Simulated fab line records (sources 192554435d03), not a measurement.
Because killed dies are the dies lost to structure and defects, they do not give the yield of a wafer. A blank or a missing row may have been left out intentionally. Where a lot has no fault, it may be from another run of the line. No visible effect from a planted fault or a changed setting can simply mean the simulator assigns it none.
Matching of chambers / flow n5_finfet / pecvd-01 running N5_BEOL_M0_SAQP_PECVD_04: 3 sister chambers
The step deposits a-Si from SiH4/He, target thk 60 nm, time 60.2 s. 6 wafers are shown with their chamber, then 10 later ones without.

## EACH WAFER AND ITS CHAMBER
wafer=L080.5; chamber=2; showerhead_plenum_p_Torr (Torr)=5.59; throttle_valve_pct (%)=16.8
wafer=L086.3; chamber=1; showerhead_plenum_p_Torr (Torr)=5.77; throttle_valve_pct (%)=18.3
wafer=L086.4; chamber=0; showerhead_plenum_p_Torr (Torr)=5.64; throttle_valve_pct (%)=18.2
wafer=L086.5; chamber=2; showerhead_plenum_p_Torr (Torr)=5.59; throttle_valve_pct (%)=17.4
wafer=L087.1; chamber=0; showerhead_plenum_p_Torr (Torr)=5.65; throttle_valve_pct (%)=18.3
wafer=L087.4; chamber=1; showerhead_plenum_p_Torr (Torr)=5.77; throttle_valve_pct (%)=17.9

## WAFERS WITH NO CHAMBER GIVEN
wafer=L087.5; showerhead_plenum_p_Torr (Torr)=5.63; throttle_valve_pct (%)=18.3
wafer=L089.1; showerhead_plenum_p_Torr (Torr)=5.64; throttle_valve_pct (%)=18.3
wafer=L089.2; showerhead_plenum_p_Torr (Torr)=5.58; throttle_valve_pct (%)=17.4
wafer=L089.4; showerhead_plenum_p_Torr (Torr)=5.76; throttle_valve_pct (%)=18.4
wafer=L092.4; showerhead_plenum_p_Torr (Torr)=5.59; throttle_valve_pct (%)=17.4
wafer=L092.5; showerhead_plenum_p_Torr (Torr)=5.76; throttle_valve_pct (%)=18.3
wafer=L092.6; showerhead_plenum_p_Torr (Torr)=5.64; throttle_valve_pct (%)=18.2
wafer=L096.1; showerhead_plenum_p_Torr (Torr)=5.64; throttle_valve_pct (%)=18.2
wafer=L096.3; showerhead_plenum_p_Torr (Torr)=5.75; throttle_valve_pct (%)=18.6
wafer=L096.4; showerhead_plenum_p_Torr (Torr)=5.61; throttle_valve_pct (%)=17.1

## CHAMBER TAKEN BY EACH
wafer=L087.5; from the rows above=0; in truth=0
wafer=L089.1; from the rows above=0; in truth=0
wafer=L089.2; from the rows above=2; in truth=2
wafer=L089.4; from the rows above=1; in truth=1
wafer=L092.4; from the rows above=2; in truth=2
wafer=L092.5; from the rows above=1; in truth=1
wafer=L092.6; from the rows above=0; in truth=0
wafer=L096.1; from the rows above=0; in truth=0
wafer=L096.3; from the rows above=1; in truth=1
wafer=L096.4; from the rows above=2; in truth=2
Placed correctly: 10 of 10. Left unplaced by these rows: 0. Wrongly placed: 0.
How it was worked out, from the rows above alone: a wafer's distance from a chamber is the root of the sum, over the readings, of the square of ((its reading less the chamber's mean) divided by the reading's scatter). The wafer belongs to the nearest chamber; if the next one is less than 2 further off, it can't be placed. For every chamber, the mean is computed from those of its wafers that are shown. The scatter is the square root of a quotient: the sum, over the shown wafers, of each reading's squared deviation from its chamber's mean, divided by wafers minus chambers.
